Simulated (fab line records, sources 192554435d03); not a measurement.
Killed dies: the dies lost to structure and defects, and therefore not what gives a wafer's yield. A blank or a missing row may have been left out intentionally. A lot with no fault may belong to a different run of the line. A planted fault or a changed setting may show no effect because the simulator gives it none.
Matching of chambers || flow n5 finfet || pecvd-01 running N5_BEOL_M2_ILD_DEP_00: 3 sister chambers
The step deposits SiOC from DEMS/O2, target thk 79 nm, time 15.3 s. 14 wafers are shown with their chamber, then 7 later ones without.

== EACH WAFER AND ITS CHAMBER ==
{"wafer": "L074.1", "chamber": 2, "throttle valve pct (%)": 11.6, "heater power w (W)": 521, "showerhead plenum p Torr (Torr)": 5.706}
{"wafer": "L074.2", "chamber": 0, "throttle valve pct (%)": 12.3, "heater power w (W)": 444, "showerhead plenum p Torr (Torr)": 5.698}
{"wafer": "L074.3", "chamber": 1, "throttle valve pct (%)": 13.0, "heater power w (W)": 424, "showerhead plenum p Torr (Torr)": 5.713}
{"wafer": "L074.4", "chamber": 0, "throttle valve pct (%)": 12.6, "heater power w (W)": 469, "showerhead plenum p Torr (Torr)": 5.705}
{"wafer": "L074.5", "chamber": 1, "throttle valve pct (%)": 13.1, "heater power w (W)": 437, "showerhead plenum p Torr (Torr)": 5.720}
{"wafer": "L074.6", "chamber": 2, "throttle valve pct (%)": 11.4, "heater power w (W)": 534, "showerhead plenum p Torr (Torr)": 5.709}
{"wafer": "L078.1", "chamber": 2, "throttle valve pct (%)": 11.3, "heater power w (W)": 438, "showerhead plenum p Torr (Torr)": 5.709}
{"wafer": "L078.2", "chamber": 1, "throttle valve pct (%)": 13.2, "heater power w (W)": 479, "showerhead plenum p Torr (Torr)": 5.699}
{"wafer": "L078.3", "chamber": 0, "throttle valve pct (%)": 12.7, "heater power w (W)": 503, "showerhead plenum p Torr (Torr)": 5.716}
{"wafer": "L078.4", "chamber": 1, "throttle valve pct (%)": 13.1, "heater power w (W)": 487, "showerhead plenum p Torr (Torr)": 5.697}
{"wafer": "L078.5", "chamber": 2, "throttle valve pct (%)": 11.3, "heater power w (W)": 469, "showerhead plenum p Torr (Torr)": 5.707}
{"wafer": "L078.6", "chamber": 0, "throttle valve pct (%)": 12.5, "heater power w (W)": 508, "showerhead plenum p Torr (Torr)": 5.699}
{"wafer": "L081.2", "chamber": 2, "throttle valve pct (%)": 11.8, "heater power w (W)": 487, "showerhead plenum p Torr (Torr)": 5.714}
{"wafer": "L081.5", "chamber": 1, "throttle valve pct (%)": 13.0, "heater power w (W)": 465, "showerhead plenum p Torr (Torr)": 5.709}

SIGNATURES (averages over the wafers above)
{"reading": "throttle valve pct", "chamber 0": 12.525, "chamber 1": 13.080, "chamber 2": 11.480, "scatter within a chamber": 0.166}
{"reading": "heater power w", "chamber 0": 481.00, "chamber 1": 458.40, "chamber 2": 489.80, "scatter within a chamber": 32.6}
{"reading": "showerhead plenum p Torr", "chamber 0": 5.70450, "chamber 1": 5.70760, "chamber 2": 5.70900, "scatter within a chamber": 0.00747}
Rule: distance of a wafer from a chamber = root of the sum over the readings of ((wafer's reading minus chamber's mean) / reading's scatter) squared. The wafer belongs to the nearest chamber; if the next one is less than 2 further off, it can't be placed. How the scatter is found: for the shown wafers, subtract from each reading the mean of its chamber, square and add these, divide the total by (wafers less chambers), then take the root.

== WAFERS WITH NO CHAMBER GIVEN ==
{"wafer": "L081.6", "throttle valve pct (%)": 11.3, "heater power w (W)": 485, "showerhead plenum p Torr (Torr)": 5.708}
{"wafer": "L084.2", "throttle valve pct (%)": 11.5, "heater power w (W)": 503, "showerhead plenum p Torr (Torr)": 5.702}
{"wafer": "L084.3", "throttle valve pct (%)": 12.5, "heater power w (W)": 538, "showerhead plenum p Torr (Torr)": 5.696}
{"wafer": "L084.6", "throttle valve pct (%)": 11.1, "heater power w (W)": 512, "showerhead plenum p Torr (Torr)": 5.699}
{"wafer": "L086.2", "throttle valve pct (%)": 12.9, "heater power w (W)": 440, "showerhead plenum p Torr (Torr)": 5.711}
{"wafer": "L086.4", "throttle valve pct (%)": 12.8, "heater power w (W)": 447, "showerhead plenum p Torr (Torr)": 5.692}
{"wafer": "L086.6", "throttle valve pct (%)": 11.3, "heater power w (W)": 507, "showerhead plenum p Torr (Torr)": 5.698}

== WHICH CHAMBER EACH WENT THROUGH ==
{"wafer": "L081.6", "from the rows above": 2, "in truth": 2}
{"wafer": "L084.2", "from the rows above": 2, "in truth": 2}
{"wafer": "L084.3", "from the rows above": 0, "in truth": 0}
{"wafer": "L084.6", "from the rows above": 2, "in truth": 2}
{"wafer": "L086.2", "from the rows above": "can't be placed: 1 or 0", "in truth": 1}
{"wafer": "L086.4", "from the rows above": "can't be placed: 0 or 1", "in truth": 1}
{"wafer": "L086.6", "from the rows above": 2, "in truth": 2}
Correctly placed: 5 of 7. From these rows, 2 cannot be placed; in 2 the true chamber is one of the candidates. 0 placed wrongly.
